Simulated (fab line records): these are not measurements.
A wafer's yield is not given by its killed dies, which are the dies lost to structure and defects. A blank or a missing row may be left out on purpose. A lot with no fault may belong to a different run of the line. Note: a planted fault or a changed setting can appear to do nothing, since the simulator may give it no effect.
fab line records	flow nand-harc
record: lots: 24	wafers: 72	last-day: 34
route steps=1302 shown P_M1@298 P_M2@332 P_BONDPAD@375
lots that met no fault: taken from a fault-free run of the same line
start-h: hours from the record's first day to the start of the lot's first wafer shown	wait-h: time in hours since the lot's previous step	" the same as in the row above	L1.1+2: a single row standing in for several wafers	- no value, or no start was given	* or withheld: withheld	< > ~ a bound
route shown NAME@n: names a module that has steps shown in the file, with the first one's number in the route	usual: mean/standard deviation taken from wafers without a fault	same: alike in all rows	chamber/n: place in a boat	sites: per-site readings	_std_site: the standard deviation of these	_edge_site: outer sites' mean less inner sites'	radius-mm: for every site, how far away it sits from the centre of the wafer	mask NAME#n: copy n	behind: the tool/chamber that last shaped the wafer	hold: why the lot was held/for how many hours/how that ended	device: transistor that didn't switch, given as n, p or np	end of line: the route-end tests of the same wafers	a step without rows: its recipe alone	killed: count of dies lost to structure and defects at first sort (not the wafer's yield)	map: a wafer's dies, x killed, . not, _ none there
set.NAME: setting as actually run; set.NAME@STEP: the setting as run at that earlier step	model.NAME: the simulator's own value behind a step, which no gauge read
a sample of lots followed through the steps of the route, with each step as a table and each wafer as a row
services: when a tool's chamber went out of use (start-h, in hours from the record's first day, below 0 if earlier), for how many hours, and the reason
== steps ==
step: NHARC_P_M1_DESCUM_14
recipe: time-s: 3	o2-flow-sccm: 200	ar-flow-sccm: 0	bias-power-w: 0	chemistry: O2
usual: drypump-motor-current-A: 5.8/0.49	oes-product-au: 0.997/0.01	rf-vpp-V: 57.7/0.87	showerhead-plenum-p-Torr: 1.92/0.11	throttle-valve-pct: 11.312/0.01
same: time-s: 3
lot.wafer	tool	chamber	start-h	wait-h	drypump-motor-current-A	oes-product-au	rf-hours-counter-h	rf-vpp-V	showerhead-plenum-p-Torr	throttle-valve-pct
L074.2	rie-diel-07	3	126.99	0.1	5.3	0.999	0	56.2	1.79	11.333
L074.6	"	1	"	"	6.4	0.989	-	57.4	2.07	11.299
L074.5	"	2	"	"	5.6	1.015	-	58.7	1.92	11.305
L075.1	rie-diel-07	0	137.49	0.1	5.4	0.999	1	56.2	1.82	11.317
L075.2	"	3	"	"	5.3	0.991	0	57.4	1.79	11.311
L075.5	"	1	"	"	6.4	1.000	-	58.6	2.07	11.311
L076.4	rie-diel-08	1	150.35	0.1	4.9	1.022	12	58.6	2.04	11.315
L076.3	"	2	"	"	6.5	0.996	12	56.0	1.91	11.308
L076.1	"	3	"	"	5.9	0.996	12	57.5	1.78	11.309
L077.1	rie-diel-08	3	153.16	0.1	6.0	0.982	12	57.7	1.78	11.316
L077.5	"	3	"	"	6.0	0.987	-	57.5	1.78	11.307
L077.4	"	0	"	"	5.7	1.000	-	58.8	2.01	11.291
L079.2	rie-diel-07	0	176.28	0.1	5.4	0.999	4	56.6	1.81	11.306
L079.6	"	0	"	"	5.4	1.002	-	58.9	1.81	11.298
L079.5	"	1	"	"	6.4	0.998	-	57.3	2.06	11.310
L078.1	rie-diel-07	2	178.34	0.1	5.7	1.009	3	58.1	1.92	11.299
L078.2	"	3	"	"	5.3	1.000	3	57.0	1.79	11.327
L078.5	"	3	"	"	5.3	1.002	-	57.1	1.79	11.323
L080.1	rie-diel-11	0	194.33	0.1	6.2	1.004	28	57.9	1.79	11.300
L080.2	"	1	"	"	5.5	1.004	30	58.0	1.96	11.301
L080.5	"	1	"	"	5.5	1.003	-	57.9	1.96	11.312
L081.1	rie-diel-07	1	205.85	0.1	6.4	0.985	5	58.3	2.06	11.309
L081.4	"	3	"	"	5.3	1.002	5	57.8	1.78	11.305
L081.2	"	0	"	"	5.4	0.995	6	57.4	1.81	11.306
L082.2	rie-diel-11	3	206.69	0.1	5.9	0.990	35	58.4	1.90	11.319
L082.3	"	0	"	"	6.2	1.005	34	56.6	1.79	11.296
L082.5	"	2	"	"	5.9	0.998	-	57.5	1.87	11.324
L083.2	rie-diel-07	3	217.08	0.1	5.3	1.001	5	55.8	1.78	11.308
L083.6	"	0	"	"	5.4	1.008	-	56.9	1.81	11.301
L083.5	"	1	"	"	6.4	0.991	-	58.7	2.06	11.330
L084.1	rie-diel-08	3	225.78	0.1	5.9	0.989	1	55.9	1.78	11.328
L084.3	"	1	"	"	4.8	1.000	2	57.3	2.04	11.322
L084.5	"	0	"	"	5.7	0.996	-	59.3	2.01	11.307
L086.4	rie-diel-07	3	240.18	0.1	5.3	0.977	6	57.9	1.78	11.317
L086.5	"	0	"	"	5.4	0.992	-	56.8	1.81	11.308
L086.6	"	1	"	"	6.4	0.998	-	57.1	2.06	11.316
L085.1	rie-diel-08	2	246.28	0.1	6.5	0.997	3	58.0	1.91	11.319
L085.2	"	3	"	"	6.0	0.990	3	56.6	1.78	11.315
L085.6	"	1	"	"	4.9	1.007	-	57.0	2.04	11.303
L087.3	rie-diel-07	0	262.13	0.1	5.4	1.011	8	58.1	1.81	11.321
L087.1	"	1	"	"	6.4	1.005	7	58.8	2.06	11.316
L087.5	"	0	"	"	5.5	1.002	-	56.8	1.81	11.320
L089.3	rie-diel-08	0	271.92	0.1	5.7	1.006	4	58.3	2.01	11.315
L089.5	"	1	"	"	4.9	1.000	-	58.1	2.03	11.301
L089.6	"	2	"	"	6.5	0.991	-	56.8	1.91	11.318
L088.1	rie-diel-08	0	273.03	0.1	5.7	0.994	4	58.1	2.01	11.301
L088.3	"	1	"	"	4.9	1.010	6	58.2	2.03	11.292
L088.6	"	0	"	"	5.7	1.002	-	58.9	2.01	11.329
L090.1	rie-diel-07	0	293.02	0.1	5.4	0.998	10	56.9	1.81	11.332
L090.3	"	2	"	"	5.7	1.011	9	57.8	1.92	11.319
L090.5	"	0	"	"	5.4	0.998	-	57.0	1.81	11.307
L091.1	rie-diel-08	2	294.38	0.1	6.5	0.986	8	57.9	1.90	11.300
L091.3	"	0	"	"	5.7	0.993	6	58.3	2.01	11.315
L091.6	"	3	"	"	6.0	0.996	-	57.3	1.78	11.329
L092.4	rie-diel-08	2	305.62	0.1	6.5	0.980	9	57.0	1.90	11.316
L092.3	"	0	"	"	5.7	0.996	7	58.4	2.01	11.327
L092.6	"	2	"	"	6.5	0.996	-	57.5	1.90	11.318
L093.1	rie-diel-08	3	313.42	0.1	5.9	1.000	8	59.0	1.78	11.309
L093.4	"	1	"	"	4.9	1.011	9	58.7	2.03	11.312
L093.6	"	0	"	"	5.7	0.996	-	58.4	2.01	11.308
L094.4	rie-diel-07	1	334.11	0.1	6.4	0.979	2	59.0	2.06	11.336
L094.1	"	3	"	"	5.3	1.009	1	56.5	1.78	11.301
L094.3	"	0	"	"	5.4	0.987	2	57.0	1.81	11.298
L095.1	rie-diel-07	3	335.90	0.1	5.3	1.006	1	56.8	1.78	11.305
L095.4	"	0	"	"	5.4	0.977	2	56.2	1.81	11.312
L095.5	"	2	"	"	5.6	0.995	-	58.7	1.92	11.315
L096.3	rie-diel-07	3	350.34	0.1	5.2	1.008	2	56.2	1.78	11.303
L096.2	"	1	"	"	6.4	0.984	3	58.1	2.06	11.295
L096.5	"	3	"	"	5.3	1.007	-	57.2	1.78	11.302
L097.2	rie-diel-07	3	359.58	0.1	5.3	1.003	2	57.5	1.78	11.307
L097.4	"	0	"	"	5.4	0.992	3	55.2	1.81	11.316
L097.5	"	1	"	"	6.4	0.975	-	58.2	2.06	11.307
step: NHARC_P_M2_ETCH_35
recipe: target-depth-a: 400	overetch-a: 120	time-s: 43.94	ion-energy-ev: 200	n2-flow-sccm: 150	h2-flow-sccm: 150	ar-flow-sccm: 0	rf-w: 400	bias-w: 150	chemistry: N2/H2
usual: drypump-motor-current-A: 5.6/0.46	n2-flow-sccm: 150.0/0.43	oes-product-au: 0.999/0.01	rf-vpp-V: 429.7/2.4	showerhead-plenum-p-Torr: 2.01/0.083	throttle-valve-pct: 14.172/0.01
same: time-s: 43.94
lot.wafer	tool	chamber	start-h	wait-h	drypump-motor-current-A	n2-flow-sccm	oes-product-au	rf-hours-counter-h	rf-vpp-V	showerhead-plenum-p-Torr	throttle-valve-pct
L074.2	rie-diel-01	0	131.20	0.1	5.8	150.5	0.991	2.7	428.1	1.94	14.173
L074.5	"	0	"	"	5.8	150.3	0.995	-	428.5	1.94	14.175
L074.6	"	1	"	"	5.9	150.1	0.991	-	431.2	2.09	14.156
L075.1	rie-diel-01	2	142.25	0.1	5.3	149.7	0.993	3.2	430.2	1.99	14.178
L075.2	"	0	"	"	5.8	149.8	1.000	3.2	427.9	1.94	14.167
L075.5	"	1	"	"	5.9	150.5	0.997	-	433.2	2.09	14.155
L076.1	rie-diel-04	3	154.48	0.1	5.4	150.4	1.018	8.5	429.4	1.96	14.175
L076.3	"	0	"	"	5.8	149.9	0.996	8.9	433.0	2.15	14.186
L076.4	"	1	"	"	5.6	150.5	1.005	7.8	426.5	1.93	14.160
L077.1	rie-diel-01	1	157.32	0.1	5.9	149.7	0.992	3.9	431.6	2.09	14.187
L077.4	"	3	"	"	6.7	150.3	1.021	4.0	434.3	2.17	14.164
L077.5	"	2	"	"	5.3	148.9	0.990	-	429.5	1.99	14.155
L079.2	rie-diel-01	0	181.28	0.1	5.8	149.5	1.007	5.1	427.4	1.94	14.161
L079.5	"	0	"	"	5.8	150.1	1.015	-	428.2	1.94	14.183
L079.6	"	1	"	"	5.9	150.1	1.010	-	432.1	2.09	14.161
L078.2	rie-diel-09	2	182.67	0.1	5.0	150.0	1.005	2.8	427.4	1.94	14.169
L078.1	"	0	"	"	5.8	149.9	0.993	1.8	431.8	2.12	14.151
L078.5	"	3	"	"	5.7	149.9	1.003	-	429.0	1.99	14.169
L080.2	rie-diel-04	2	201.61	0.1	5.3	150.9	1.003	0.5	428.2	1.94	14.171
L080.1	"	1	"	"	5.6	150.0	0.990	0.5	428.9	1.93	14.197
L080.5	"	3	"	"	5.4	149.7	0.984	-	426.8	1.96	14.175
L081.4	rie-diel-09	3	210.05	0.1	5.8	150.6	0.980	3.0	428.2	1.99	14.188
L081.1	"	0	"	"	5.9	149.2	0.991	3.2	432.4	2.12	14.160
L081.2	"	1	"	"	4.8	149.2	0.977	3.7	428.7	1.92	14.167
L082.3	rie-diel-09	3	210.81	0.1	5.7	150.7	0.990	3.0	428.6	1.99	14.183
L082.2	"	1	"	"	4.8	150.1	0.983	3.8	426.6	1.92	14.164
L082.5	"	0	"	"	5.8	150.8	0.998	-	433.1	2.12	14.162
L083.2	rie-diel-09	0	221.40	0.1	5.9	149.5	0.991	3.9	431.6	2.12	14.185
L083.5	"	0	"	"	5.9	149.8	0.978	-	433.2	2.12	14.173
L083.6	"	1	"	"	4.8	150.2	0.993	-	426.5	1.92	14.186
L084.1	rie-diel-01	2	230.12	0.1	5.3	149.9	1.003	0.5	428.4	1.99	14.179
L084.3	"	3	"	"	6.7	149.8	1.030	0.5	434.0	2.17	14.183
L084.5	"	2	"	"	5.3	150.1	1.003	-	428.5	1.99	14.173
L086.4	rie-diel-01	2	244.48	0.1	5.3	149.7	1.003	1.2	429.4	1.99	14.180
L086.5	"	0	"	"	5.8	149.7	1.001	-	427.8	1.94	14.171
L086.6	"	1	"	"	5.9	150.2	1.004	-	431.7	2.09	14.165
L085.1	rie-diel-09	2	250.60	0.1	5.1	149.6	1.005	5.9	427.2	1.94	14.159
L085.2	"	0	"	"	5.9	149.8	0.993	5.1	432.8	2.11	14.172
L085.6	"	1	"	"	4.8	149.5	1.003	-	426.9	1.92	14.174
L087.3	rie-diel-04	2	266.50	0.1	5.4	150.2	1.006	4.1	427.8	1.94	14.165
L087.1	"	0	"	"	5.8	149.4	1.010	5.1	433.7	2.15	14.168
L087.5	"	0	"	"	5.8	150.2	1.013	-	434.0	2.15	14.166
L089.3	rie-diel-09	1	276.13	0.1	4.8	150.2	1.005	7.6	426.6	1.92	14.181
L089.6	"	2	"	"	5.0	149.3	1.010	-	426.5	1.94	14.153
L089.5	"	3	"	"	5.8	150.8	1.006	-	428.0	1.99	14.172
L088.1	rie-diel-09	0	277.98	0.1	5.9	150.1	0.987	7.2	433.9	2.11	14.170
L088.3	"	1	"	"	4.8	149.7	0.994	7.7	427.3	1.92	14.188
L088.6	"	3	"	"	5.7	150.6	0.990	-	429.9	1.99	14.165
L090.1	rie-diel-09	2	297.34	0.1	5.1	149.4	0.994	8.8	427.9	1.94	14.176
L090.3	"	3	"	"	5.8	150.4	1.004	7.8	430.4	1.99	14.163
L090.5	"	2	"	"	5.1	149.4	0.980	-	427.3	1.94	14.172
L091.3	rie-diel-04	1	298.77	0.1	5.6	150.2	0.981	4.4	427.6	1.93	14.158
L091.1	"	3	"	"	5.4	149.8	1.006	5.4	428.3	1.96	14.165
L091.6	"	0	"	"	5.8	149.9	0.999	-	434.0	2.15	14.169
L092.3	rie-diel-09	0	309.85	0.1	5.8	149.8	0.995	9.9	433.3	2.11	14.181
L092.4	"	1	"	"	4.8	150.0	0.987	10.1	426.8	1.92	14.175
L092.6	"	3	"	"	5.8	150.1	1.000	-	429.8	1.99	14.167
L093.1	rie-diel-01	0	317.69	0.1	5.8	150.7	0.993	5.1	429.0	1.94	14.160
L093.4	"	2	"	"	5.3	149.9	1.003	6.6	430.0	1.99	14.184
L093.6	"	0	"	"	5.8	150.1	0.995	-	427.8	1.94	14.168
L094.4	rie-diel-09	2	338.35	0.1	5.0	149.7	1.015	0.1	428.2	1.94	14.172
L094.3	"	0	"	"	5.9	150.2	1.003	0.2	432.2	2.11	14.163
L094.1	"	1	"	"	4.8	150.3	1.004	0.2	428.2	1.92	14.172
L095.1	rie-diel-09	3	340.17	0.1	5.7	149.3	0.990	0.2	428.3	1.99	14.196
L095.4	"	3	"	"	5.7	150.3	1.002	-	428.8	1.99	14.172
L095.5	"	0	"	"	5.8	150.5	1.003	-	432.4	2.11	14.184
L096.2	rie-diel-01	1	354.61	0.1	5.9	150.0	1.009	7.4	432.7	2.09	14.174
L096.3	"	2	"	"	5.3	149.5	1.005	7.6	429.5	1.99	14.187
L096.5	"	0	"	"	5.8	149.7	1.011	-	426.6	1.94	14.175
L097.2	rie-diel-09	1	363.80	0.1	4.8	150.3	1.008	1.3	426.7	1.92	14.159
L097.4	"	2	"	"	5.1	150.2	1.007	1.1	426.6	1.94	14.156
L097.5	"	1	"	"	4.8	150.0	1.000	-	426.5	1.92	14.161
step: NHARC_P_BONDPAD_PRE_CLEAN_26
recipe: time-s: 30	temp-c: 280	gas: H2/He
usual: heater-power-w: 428/56
same: time-s: 30
lot.wafer	tool	chamber	start-h	wait-h	heater-power-w
L074.2	pvd-sputter-02	-	-	-	556
L074.5	"	-	"	"	425
L074.6	"	-	"	"	409
L075.2	pvd-sputter-01	-	-	-	360
L075.1	"	-	"	"	374
L075.5	"	-	"	"	358
L076.3	pvd-sputter-03	-	-	-	438
L076.1	"	-	"	"	428
L076.4	"	-	"	"	492
L077.1	pvd-sputter-01	-	-	-	315
L077.4	"	-	"	"	363
L077.5	"	-	"	"	376
L079.2	pvd-sputter-03	-	-	-	482
L079.5	"	-	"	"	464
L079.6	"	-	"	"	441
L078.2	pvd-sputter-03	-	-	-	364
L078.1	"	-	"	"	472
L078.5	"	-	"	"	441
L080.2	pvd-sputter-03	-	-	-	427
L080.1	"	-	"	"	473
L080.5	"	-	"	"	462
L081.2	pvd-sputter-03	-	-	-	438
L081.1	"	-	"	"	360
L081.4	"	-	"	"	449
L082.3	pvd-sputter-02	-	-	-	409
L082.2	"	-	"	"	419
L082.5	"	-	"	"	421
L083.2	pvd-sputter-02	-	-	-	414
L083.5	"	-	"	"	412
L083.6	"	-	"	"	558
L084.3	pvd-sputter-02	-	-	-	423
L084.1	"	-	"	"	417
L084.5	"	-	"	"	416
L086.4	pvd-sputter-03	-	-	-	432
L086.6	"	-	"	"	469
L086.5	"	-	"	"	370
L085.2	pvd-sputter-03	-	-	-	472
L085.1	"	-	"	"	368
L085.6	"	-	"	"	470
L087.1	pvd-sputter-01	-	-	-	321
L087.3	"	-	"	"	381
L087.5	"	-	"	"	373
L089.3	pvd-sputter-03	-	-	-	466
L089.6	"	-	"	"	428
L089.5	"	-	"	"	487
L088.1	pvd-sputter-03	-	-	-	438
L088.3	"	-	"	"	476
L088.6	"	-	"	"	490
L090.3	pvd-sputter-02	-	-	-	409
L090.1	"	-	"	"	394
L090.5	"	-	"	"	415
L091.1	pvd-sputter-03	-	-	-	481
L091.3	"	-	"	"	368
L091.6	"	-	"	"	490
L092.3	pvd-sputter-02	-	-	-	407
L092.4	"	-	"	"	551
L092.6	"	-	"	"	397
L093.4	pvd-sputter-02	-	-	-	400
L093.1	"	-	"	"	403
L093.6	"	-	"	"	395
L094.4	pvd-sputter-02	-	-	-	402
L094.3	"	-	"	"	411
L094.1	"	-	"	"	401
L095.1	pvd-sputter-03	-	-	-	447
L095.4	"	-	"	"	454
L095.5	"	-	"	"	478
L096.3	pvd-sputter-01	-	-	-	364
L096.2	"	-	"	"	380
L096.5	"	-	"	"	382
L097.2	pvd-sputter-02	-	-	-	400
L097.4	"	-	"	"	397
L097.5	"	-	"	"	544
step: NHARC_P_BONDPAD_ANNEAL_28
recipe: temp-c: 225	time-s: 90
usual: wafer_temp_C_max: 225.95/0.26
same: time-s: 90
lot.wafer	tool	chamber	start-h	wait-h	wafer_temp_C_max
L074.2	rtp-anneal-02	0	137.45	-	226.24
L074.5	"	0	"	"	225.92
L074.6	"	0	"	"	225.68
L075.1	rtp-anneal-02	0	148.79	0.3	225.76
L075.2	"	0	"	"	225.67
L075.5	"	0	"	"	226.03
L076.1	rtp-anneal-01	0	160.75	0.3	226.04
L076.3	"	0	"	"	225.82
L076.4	"	0	"	"	225.82
L077.1	rtp-anneal-01	0	163.63	0.3	226.22
L077.4	"	0	"	"	225.99
L077.5	"	0	"	"	226.34
L079.2	rtp-anneal-02	0	187.36	-	226.23
L079.5	"	0	"	"	225.96
L079.6	"	0	"	"	225.68
L078.1	rtp-anneal-02	0	188.85	-	225.87
L078.2	"	0	"	"	226.21
L078.5	"	0	"	"	225.71
L080.1	rtp-anneal-02	0	207.68	-	225.95
L080.2	"	0	"	"	226.24
L080.5	"	0	"	"	226.03
L081.1	rtp-anneal-02	0	216.17	-	225.90
L081.2	"	0	"	"	225.84
L081.4	"	0	"	"	225.97
L082.2	rtp-anneal-01	0	217.03	-	226.08
L082.3	"	0	"	"	226.47
L082.5	"	0	"	"	226.13
L083.2	rtp-anneal-01	0	228.19	0.4	226.46
L083.5	"	0	"	"	225.87
L083.6	"	0	"	"	226.27
L084.1	rtp-anneal-02	0	236.36	0.3	225.60
L084.3	"	0	"	"	225.61
L084.5	"	0	"	"	225.59
L086.4	rtp-anneal-02	0	251.54	0.4	225.53
L086.5	"	0	"	"	225.86
L086.6	"	0	"	"	225.61
L085.1	rtp-anneal-01	0	256.75	0.3	225.64
L085.2	"	0	"	"	226.50
L085.6	"	0	"	"	226.10
L087.1	rtp-anneal-02	0	272.88	-	225.71
L087.3	"	0	"	"	225.96
L087.5	"	0	"	"	225.60
L089.3	rtp-anneal-01	0	282.70	0.3	225.53
L089.5	"	0	"	"	225.57
L089.6	"	0	"	"	225.80
L088.1	rtp-anneal-02	0	284.02	-	225.86
L088.3	"	0	"	"	226.06
L088.6	"	0	"	"	225.84
L090.1	rtp-anneal-02	0	303.52	0.3	225.61
L090.3	"	0	"	"	225.85
L090.5	"	0	"	"	225.99
L091.1	rtp-anneal-01	0	304.97	-	226.17
L091.3	"	0	"	"	226.20
L091.6	"	0	"	"	225.89
L092.3	rtp-anneal-01	0	316.60	-	226.10
L092.4	"	0	"	"	226.05
L092.6	"	0	"	"	226.02
L093.1	rtp-anneal-01	0	323.97	-	226.24
L093.4	"	0	"	"	226.11
L093.6	"	0	"	"	225.46
L094.1	rtp-anneal-01	0	344.83	-	226.17
L094.3	"	0	"	"	226.60
L094.4	"	0	"	"	225.93
L095.1	rtp-anneal-02	0	346.41	0.3	226.18
L095.4	"	0	"	"	226.25
L095.5	"	0	"	"	225.90
L096.2	rtp-anneal-01	0	360.99	0.3	226.29
L096.3	"	0	"	"	225.75
L096.5	"	0	"	"	225.92
L097.2	rtp-anneal-01	0	370.09	0.5	225.51
L097.4	"	0	"	"	225.80
L097.5	"	0	"	"	225.72
step: NHARC_P_BONDPAD_CMP_19
recipe: t-overpolish-s: 30	cu-recess-touch-s: 16	target-thk-nm: 160.81
usual: motor-current-A: 11.6/1.2	overpolish-run-s: 30.000/0.0088	retaining-ring-pressure-frac: 0.999/0.0051	slurry-filter-dp-kPa: 13.53/0.13
lot.wafer	tool	chamber	start-h	wait-h	motor-current-A	overpolish-run-s	retaining-ring-pressure-frac	slurry-filter-dp-kPa
L074.2	cmp-03	3	137.74	-	11.8	30.002	1.008	13.60
L074.6	"	3	"	"	11.8	30.009	1.003	13.59
L074.5	"	0	"	"	11.7	30.010	1.008	13.25
L075.1	cmp-03	3	149.16	-	12.0	30.003	1.002	13.50
L075.2	"	0	"	"	11.1	30.009	0.998	13.60
L075.5	"	2	"	"	10.7	29.992	0.992	13.51
L076.4	cmp-02	0	161.09	-	12.1	29.997	1.013	13.67
L076.1	"	1	"	"	14.2	30.003	0.997	13.34
L076.3	"	3	"	"	10.9	30.017	0.998	13.88
L077.4	cmp-02	1	164.00	-	13.9	30.010	0.989	13.47
L077.1	"	2	"	"	11.8	29.997	1.001	13.56
L077.5	"	0	"	"	11.4	29.989	1.000	13.37
L079.2	cmp-03	3	187.71	-	12.0	30.009	1.000	13.40
L079.5	"	1	"	"	9.8	30.004	0.994	13.57
L079.6	"	2	"	"	11.5	29.998	0.993	13.55
L078.1	cmp-03	2	189.23	-	10.7	29.986	1.009	13.80
L078.2	"	3	"	"	11.3	30.004	0.999	13.52
L078.5	"	2	"	"	11.0	30.000	1.008	13.67
L080.1	cmp-02	3	208.02	-	11.4	30.019	0.993	13.59
L080.2	"	2	"	"	12.3	30.004	1.006	13.53
L080.5	"	0	"	"	11.7	30.002	0.996	13.49
L081.2	cmp-01	2	216.51	-	11.8	30.008	0.991	13.44
L081.1	"	3	"	"	10.7	30.007	0.997	13.76
L081.4	"	1	"	"	12.0	29.995	1.004	14.00
L082.3	cmp-01	0	217.32	-	9.8	30.012	1.002	13.57
L082.2	"	2	"	"	12.1	30.004	1.002	13.38
L082.5	"	0	"	"	10.0	29.994	1.006	13.59
L083.2	cmp-03	2	228.49	-	11.2	29.997	0.998	13.49
L083.6	"	2	"	"	11.2	29.991	1.001	13.36
L083.5	"	3	"	"	12.0	29.990	1.002	13.61
L084.1	cmp-02	3	236.73	-	11.2	30.006	0.998	13.34
L084.3	"	1	"	"	14.1	30.011	0.994	13.48
L084.5	"	3	"	"	11.8	30.001	1.005	13.38
L086.4	cmp-03	1	251.75	-	10.2	29.997	0.995	13.59
L086.6	"	0	"	"	11.7	30.000	0.998	13.61
L086.5	"	1	"	"	10.0	30.016	0.996	13.39
L085.2	cmp-03	3	257.10	-	12.1	30.012	0.999	13.45
L085.1	"	1	"	"	9.9	29.992	0.992	13.52
L085.6	"	3	"	"	11.2	29.986	1.000	13.70
L087.3	cmp-02	1	273.23	-	14.0	30.002	0.997	13.71
L087.1	"	0	"	"	11.9	30.010	1.001	13.46
L087.5	"	1	"	"	13.9	30.009	1.001	13.48
L089.3	cmp-02	0	283.00	-	12.2	30.011	1.005	13.48
L089.5	"	2	"	"	12.6	29.998	0.998	13.48
L089.6	"	3	"	"	11.3	29.986	1.001	13.57
L088.3	cmp-03	3	284.39	-	12.1	29.994	0.999	13.56
L088.1	"	1	"	"	9.5	29.999	1.000	13.43
L088.6	"	3	"	"	12.2	30.001	1.004	13.54
L090.1	cmp-03	1	303.87	-	9.6	30.007	1.002	13.49
L090.3	"	0	"	"	11.8	29.990	1.001	13.43
L090.5	"	2	"	"	11.7	29.999	0.995	13.45
L091.1	cmp-01	1	305.34	-	12.9	30.006	0.989	13.65
L091.3	"	2	"	"	12.6	30.009	0.997	13.44
L091.6	"	1	"	"	12.3	29.989	0.990	13.76
L092.3	cmp-03	1	316.84	-	9.4	30.006	1.001	13.47
L092.4	"	0	"	"	12.0	30.002	1.003	13.63
L092.6	"	1	"	"	9.4	29.994	0.997	13.55
L093.4	cmp-01	0	324.37	-	9.1	30.000	1.007	13.44
L093.1	"	1	"	"	12.8	29.995	1.005	13.53
L093.6	"	2	"	"	11.7	30.009	1.001	13.51
L094.4	cmp-02	3	345.17	-	10.9	30.005	1.000	13.70
L094.1	"	0	"	"	12.2	30.016	1.005	13.64
L094.3	"	2	"	"	13.3	29.990	0.995	13.33
L095.1	cmp-03	3	346.78	-	11.6	30.003	0.993	13.35
L095.4	"	0	"	"	11.7	30.004	0.998	13.70
L095.5	"	3	"	"	12.2	29.988	0.998	13.80
L096.2	cmp-02	2	361.28	-	12.3	29.997	0.998	13.74
L096.3	"	0	"	"	12.0	30.008	1.001	13.61
L096.5	"	3	"	"	10.9	29.991	0.999	13.38
L097.4	cmp-02	0	370.41	-	11.9	30.000	1.007	13.54
L097.2	"	2	"	"	11.4	30.000	1.001	13.59
L097.5	"	0	"	"	12.5	29.992	0.997	13.15
step: NHARC_P_BONDPAD_THK_MEAS_20
recipe: thk-meas-gauge: xrf
usual: thk-nm: 160.9/1.7
lot.wafer	tool	chamber	start-h	wait-h	thk-nm
L074.2	film-metro-02	-	138.06	-	161.9
L074.5	"	-	"	"	162.3
L074.6	"	-	"	"	158.4
L075.1	film-metro-02	-	149.46	-	163.3
L075.2	"	-	"	"	160.8
L075.5	"	-	"	"	162.0
L076.1	film-metro-01	-	161.41	-	159.7
L076.3	"	-	"	"	159.3
L076.4	"	-	"	"	160.3
L077.1	film-metro-01	-	164.29	-	160.5
L077.4	"	-	"	"	159.1
L077.5	"	-	"	"	159.9
L079.2	film-metro-02	-	187.98	-	162.6
L079.5	"	-	"	"	159.2
L079.6	"	-	"	"	162.0
L078.1	film-metro-02	-	189.52	-	162.8
L078.2	"	-	"	"	163.6
L078.5	"	-	"	"	162.1
L080.1	film-metro-01	-	208.34	-	159.9
L080.2	"	-	"	"	163.8
L080.5	"	-	"	"	161.8
L081.1	film-metro-02	-	216.84	-	163.3
L081.2	"	-	"	"	159.9
L081.4	"	-	"	"	161.0
L082.2	film-metro-01	-	217.65	-	158.7
L082.3	"	-	"	"	161.8
L082.5	"	-	"	"	160.3
L083.2	film-metro-02	-	228.81	-	162.3
L083.5	"	-	"	"	163.7
L083.6	"	-	"	"	161.3
L084.1	film-metro-01	-	237.02	-	157.7
L084.3	"	-	"	"	158.3
L084.5	"	-	"	"	156.9
L086.4	film-metro-02	-	252.05	-	159.7
L086.5	"	-	"	"	163.9
L086.6	"	-	"	"	162.7
L085.1	film-metro-01	-	257.42	-	159.3
L085.2	"	-	"	"	160.2
L085.6	"	-	"	"	161.7
L087.1	film-metro-01	-	273.56	-	158.9
L087.3	"	-	"	"	157.2
L087.5	"	-	"	"	156.2
L089.3	film-metro-01	-	283.27	-	158.9
L089.5	"	-	"	"	161.4
L089.6	"	-	"	"	160.3
L088.1	film-metro-02	-	284.68	-	161.4
L088.3	"	-	"	"	161.3
L088.6	"	-	"	"	161.8
L090.1	film-metro-01	-	304.19	-	161.3
L090.3	"	-	"	"	162.9
L090.5	"	-	"	"	159.9
L091.1	film-metro-01	-	305.63	-	159.1
L091.3	"	-	"	"	158.8
L091.6	"	-	"	"	160.0
L092.3	film-metro-02	-	317.16	-	159.9
L092.4	"	-	"	"	162.4
L092.6	"	-	"	"	159.7
L093.1	film-metro-02	-	324.63	-	163.9
L093.4	"	-	"	"	160.5
L093.6	"	-	"	"	160.4
L094.1	film-metro-02	-	345.49	-	162.0
L094.3	"	-	"	"	163.9
L094.4	"	-	"	"	160.1
L095.1	film-metro-02	-	347.08	-	162.8
L095.4	"	-	"	"	162.9
L095.5	"	-	"	"	161.8
L096.2	film-metro-02	-	361.60	-	163.7
L096.3	"	-	"	"	158.9
L096.5	"	-	"	"	162.7
L097.2	film-metro-01	-	370.71	-	162.8
L097.4	"	-	"	"	163.0
L097.5	"	-	"	"	162.6
== services ==
tool	chamber	start-h	hours	kind
rie-diel-09	3	105.41	3.6	repair
rie-diel-07	-	117.21	9.0	pm
pvd-sputter-03	-	137.19	3.6	repair
rie-diel-09	-	143.10	9.0	pm
pvd-sputter-03	-	143.25	6.1	repair
cmp-03	-	162.00	4.0	pm
cmp-03	-	169.17	0.4	repair
cmp-03	-	184.28	2.4	repair
rie-diel-09	1	192.97	4.6	repair
cmp-03	-	219.67	0.4	repair
pvd-sputter-03	-	221.56	6.7	repair
rie-diel-07	-	245.14	1.2	repair
rie-diel-07	3	258.78	8.9	repair
cmp-03	-	260.00	4.0	pm
cmp-03	-	269.42	0.6	repair
rie-diel-07	-	294.21	9.0	pm
cmp-03	-	296.70	0.9	repair
rie-diel-07	3	315.48	13.7	repair
rie-diel-09	-	320.10	9.0	pm
pvd-sputter-03	-	322.28	5.8	repair
cmp-03	-	323.31	5.0	repair
rie-diel-09	1	338.98	1.4	repair
rie-diel-09	1	352.78	7.3	repair
rie-diel-07	-	367.81	0.8	repair
== key ==
fault none
